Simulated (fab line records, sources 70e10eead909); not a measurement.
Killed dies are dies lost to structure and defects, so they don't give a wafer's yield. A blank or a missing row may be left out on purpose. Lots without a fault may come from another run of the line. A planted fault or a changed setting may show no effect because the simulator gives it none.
Chamber matching | flow nand_harc | NHARC_A_STAIRCASE_ALD_415 on ald_hk-01: 4 sister chambers
The step deposits SiO2, target thk 30 nm, pulse time 6 s, ald cycles 300. 22 wafers are shown with their chamber, then 11 later ones without.

WAFERS WITH THEIR CHAMBER
wafer  | chamber | heater_power_w (W) | precursor_pulse_height_rel
L074.3 | 2       | 439                | 0.997
L074.4 | 3       | 465                | 1.022
L074.6 | 2       | 438                | 1.021
L076.1 | 0       | 464                | 0.995
L076.4 | 3       | 462                | 0.995
L076.5 | 0       | 465                | 1.001
L078.1 | 1       | 479                | 1.003
L078.3 | 3       | 486                | 1.017
L078.4 | 2       | 433                | 0.979
L079.1 | 3       | 462                | 1.005
L079.5 | 0       | 455                | 0.988
L079.6 | 3       | 470                | 1.012
L082.1 | 0       | 460                | 0.999
L082.3 | 3       | 461                | 0.987
L082.4 | 1       | 479                | 1.017
L084.1 | 3       | 469                | 1.026
L084.4 | 2       | 436                | 1.005
L084.6 | 1       | 451                | 0.999
L086.2 | 0       | 437                | 1.013
L086.5 | 1       | 459                | 0.987
L086.6 | 0       | 451                | 0.974
L089.3 | 1       | 455                | 1.026

SIGNATURES (means of the wafers above)
reading                    | chamber 0 | chamber 1 | chamber 2 | chamber 3 | scatter within a chamber
heater_power_w             | 455.33    | 464.60    | 436.50    | 467.86    | 9.86
precursor_pulse_height_rel | 0.99500   | 1.00640   | 1.00050   | 1.00914   | 0.0148
Rule: a wafer's distance from a chamber is the root of the sum, over the readings, of the square of ((its reading less the chamber's mean) divided by the reading's scatter). The wafer belongs to the nearest chamber; if the next one is less than 2 further off, it can't be placed. The scatter: the root of (the sum of the squares of (reading less its chamber's mean) over the shown wafers, divided by (wafers less chambers)).

WAFERS WITHOUT THEIR CHAMBER
wafer  | heater_power_w (W) | precursor_pulse_height_rel
L089.4 | 475                | 0.984
L089.6 | 449                | 0.995
L092.1 | 423                | 1.001
L092.4 | 446                | 0.982
L092.5 | 430                | 1.005
L094.2 | 456                | 1.007
L094.3 | 440                | 0.982
L094.4 | 431                | 0.987
L096.4 | 446                | 1.002
L096.5 | 456                | 0.976
L096.6 | 439                | 1.035

WHICH CHAMBER EACH WENT THROUGH
wafer  | from the rows above               | in truth
L089.4 | can't be placed: 1 or 3 or 0      | 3
L089.6 | can't be placed: 0 or 2 or 1 or 3 | 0
L092.1 | can't be placed: 2 or 0           | 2
L092.4 | can't be placed: 0 or 2 or 1 or 3 | 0
L092.5 | can't be placed: 2 or 0           | 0
L094.2 | can't be placed: 0 or 1 or 3 or 2 | 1
L094.3 | can't be placed: 2 or 0 or 1      | 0
L094.4 | can't be placed: 2 or 0           | 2
L096.4 | can't be placed: 2 or 0 or 1 or 3 | 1
L096.5 | can't be placed: 0 or 1 or 3 or 2 | 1
L096.6 | can't be placed: 2 or 0 or 1 or 3 | 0
Placed correctly: 0 of 11. Can't be placed from these rows: 11 (the true chamber is among the candidates in 11). Placed wrongly: 0.
